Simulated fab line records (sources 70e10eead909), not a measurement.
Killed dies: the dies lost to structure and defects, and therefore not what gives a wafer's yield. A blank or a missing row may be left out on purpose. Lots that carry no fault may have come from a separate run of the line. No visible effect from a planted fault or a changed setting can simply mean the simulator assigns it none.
Matching of chambers :: flow nand_harc :: NHARC_P_ZERO_WELL_DESCUM_13 on rie_diel-07: 4 sister chambers
The step chemistry O2, time 3 s. 16 wafers are shown with their chamber, then 8 later ones without.

WAFERS, EACH WITH ITS CHAMBER
wafer: L595.1
chamber: 0
showerhead_plenum_p_Torr (Torr): 1.92
rf_vpp_V (V): 57.1
oes_product_au (a.u.): 1.013

wafer: L595.4
chamber: 1
showerhead_plenum_p_Torr (Torr): 2.02
rf_vpp_V (V): 58.5
oes_product_au (a.u.): 1.013

wafer: L595.6
chamber: 1
showerhead_plenum_p_Torr (Torr): 2.02
rf_vpp_V (V): 58.3
oes_product_au (a.u.): 1.004

wafer: L596.3
chamber: 0
showerhead_plenum_p_Torr (Torr): 1.92
rf_vpp_V (V): 57.6
oes_product_au (a.u.): 1.005

wafer: L596.4
chamber: 3
showerhead_plenum_p_Torr (Torr): 1.86
rf_vpp_V (V): 56.2
oes_product_au (a.u.): 1.005

wafer: L596.6
chamber: 0
showerhead_plenum_p_Torr (Torr): 1.93
rf_vpp_V (V): 57.1
oes_product_au (a.u.): 1.006

wafer: L598.1
chamber: 2
showerhead_plenum_p_Torr (Torr): 2.01
rf_vpp_V (V): 58.5
oes_product_au (a.u.): 0.998

wafer: L598.3
chamber: 1
showerhead_plenum_p_Torr (Torr): 2.02
rf_vpp_V (V): 58.7
oes_product_au (a.u.): 1.007

wafer: L598.4
chamber: 0
showerhead_plenum_p_Torr (Torr): 1.92
rf_vpp_V (V): 58.2
oes_product_au (a.u.): 1.003

wafer: L599.4
chamber: 1
showerhead_plenum_p_Torr (Torr): 2.02
rf_vpp_V (V): 58.5
oes_product_au (a.u.): 1.016

wafer: L599.5
chamber: 2
showerhead_plenum_p_Torr (Torr): 2.01
rf_vpp_V (V): 58.2
oes_product_au (a.u.): 1.004

wafer: L599.6
chamber: 0
showerhead_plenum_p_Torr (Torr): 1.92
rf_vpp_V (V): 57.6
oes_product_au (a.u.): 1.011

wafer: L603.1
chamber: 2
showerhead_plenum_p_Torr (Torr): 2.01
rf_vpp_V (V): 57.0
oes_product_au (a.u.): 0.989

wafer: L603.4
chamber: 0
showerhead_plenum_p_Torr (Torr): 1.92
rf_vpp_V (V): 59.0
oes_product_au (a.u.): 0.990

wafer: L603.5
chamber: 1
showerhead_plenum_p_Torr (Torr): 2.02
rf_vpp_V (V): 56.8
oes_product_au (a.u.): 1.002

wafer: L614.1
chamber: 0
showerhead_plenum_p_Torr (Torr): 1.92
rf_vpp_V (V): 59.4
oes_product_au (a.u.): 1.007

SIGNATURES (means of the wafers above)
reading: showerhead_plenum_p_Torr
chamber 0: 1.9214
chamber 1: 2.0200
chamber 2: 2.0100
chamber 3: 1.8600
scatter within a chamber: 0.00267

reading: rf_vpp_V
chamber 0: 58.000
chamber 1: 58.160
chamber 2: 57.900
chamber 3: 56.200
scatter within a chamber: 0.846

reading: oes_product_au
chamber 0: 1.00500
chamber 1: 1.00840
chamber 2: 0.99700
chamber 3: 1.00500
scatter within a chamber: 0.00701
Rule: for each reading, subtract the chamber's mean from the wafer's reading, divide by that reading's scatter and square the result; add these up over the readings and take the root, which gives the wafer's distance from the chamber. If the next closest chamber is less than 2 further off than the closest, the wafer can't be placed; otherwise it belongs to the closest. The scatter is the square root of a quotient: the sum, over the shown wafers, of each reading's squared deviation from its chamber's mean, divided by wafers minus chambers.

WAFERS WHOSE CHAMBER IS MISSING
wafer: L614.4
showerhead_plenum_p_Torr (Torr): 1.86
rf_vpp_V (V): 58.1
oes_product_au (a.u.): 0.993

wafer: L614.6
showerhead_plenum_p_Torr (Torr): 2.00
rf_vpp_V (V): 60.1
oes_product_au (a.u.): 0.996

wafer: L616.3
showerhead_plenum_p_Torr (Torr): 1.86
rf_vpp_V (V): 57.2
oes_product_au (a.u.): 0.990

wafer: L616.5
showerhead_plenum_p_Torr (Torr): 1.92
rf_vpp_V (V): 58.7
oes_product_au (a.u.): 1.014

wafer: L616.6
showerhead_plenum_p_Torr (Torr): 2.02
rf_vpp_V (V): 58.5
oes_product_au (a.u.): 0.989

wafer: L617.1
showerhead_plenum_p_Torr (Torr): 2.00
rf_vpp_V (V): 57.5
oes_product_au (a.u.): 0.984

wafer: L617.4
showerhead_plenum_p_Torr (Torr): 1.86
rf_vpp_V (V): 58.2
oes_product_au (a.u.): 0.994

wafer: L617.6
showerhead_plenum_p_Torr (Torr): 2.02
rf_vpp_V (V): 59.1
oes_product_au (a.u.): 1.005

CHAMBER TAKEN BY EACH
wafer: L614.4
from the rows above: 3
in truth: 3

wafer: L614.6
from the rows above: 2
in truth: 2

wafer: L616.3
from the rows above: 3
in truth: 3

wafer: L616.5
from the rows above: 0
in truth: 0

wafer: L616.6
from the rows above: can't be placed: 1 or 2
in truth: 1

wafer: L617.1
from the rows above: 2
in truth: 2

wafer: L617.4
from the rows above: 3
in truth: 3

wafer: L617.6
from the rows above: 1
in truth: 1
Correct placement for 7 of the 8. These rows do not allow placing 1 (true chamber among the candidates in 1). Placed wrongly: 0.
